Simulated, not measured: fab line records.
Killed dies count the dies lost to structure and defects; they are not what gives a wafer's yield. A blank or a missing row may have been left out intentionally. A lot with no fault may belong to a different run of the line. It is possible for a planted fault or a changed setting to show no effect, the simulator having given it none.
Matching of chambers | flow n5-finfet | rie-diel-06 running N5_FIN_CUT_CUT_ETCH_27: 4 sister chambers
The step etches SiO2 in CHF3/O2, target depth 4 nm, overetch 2 nm, time 4.9 s. 4 wafers are shown with their chamber, then 10 later ones without.

## WAFERS PAIRED WITH THEIR CHAMBERS
wafer  | chamber | drypump-motor-current-A (A)
L603.6 | 0       | 6.09
L607.4 | 3       | 5.85
L609.3 | 2       | 5.83
L609.4 | 1       | 5.42

## WAFERS WHOSE CHAMBER IS MISSING
wafer  | drypump-motor-current-A (A)
L609.6 | 5.85
L610.2 | 5.84
L610.4 | 5.86
L610.6 | 5.42
L613.2 | 5.40
L613.4 | 5.83
L613.5 | 5.40
L615.2 | 6.09
L615.3 | 5.81
L615.5 | 6.11

## WHICH CHAMBER EACH ONE RAN IN
wafer  | from the rows above     | in truth
L609.6 | can't be placed: 3 or 2 | 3
L610.2 | can't be placed: 2 or 3 | 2
L610.4 | can't be placed: 3 or 2 | 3
L610.6 | 1                       | 1
L613.2 | 1                       | 1
L613.4 | can't be placed: 2 or 3 | 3
L613.5 | 1                       | 1
L615.2 | 0                       | 0
L615.3 | can't be placed: 2 or 3 | 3
L615.5 | 0                       | 0
Placed correctly: 5 of 10. Can't be placed from these rows: 5 (the true chamber is among the candidates in 5). 0 placed wrongly.
How it was worked out, from the rows above alone: a wafer's distance from a chamber is the root of the sum, over the readings, of the square of ((its reading less the chamber's mean) divided by the reading's scatter). The wafer belongs to the nearest chamber; if the next one is less than 2 further off, it can't be placed. For every chamber, the mean is computed from those of its wafers that are shown. The scatter (one wafer shown for each chamber): square how far every hidden wafer sits from the nearest shown wafer, average those squares and take the square root.
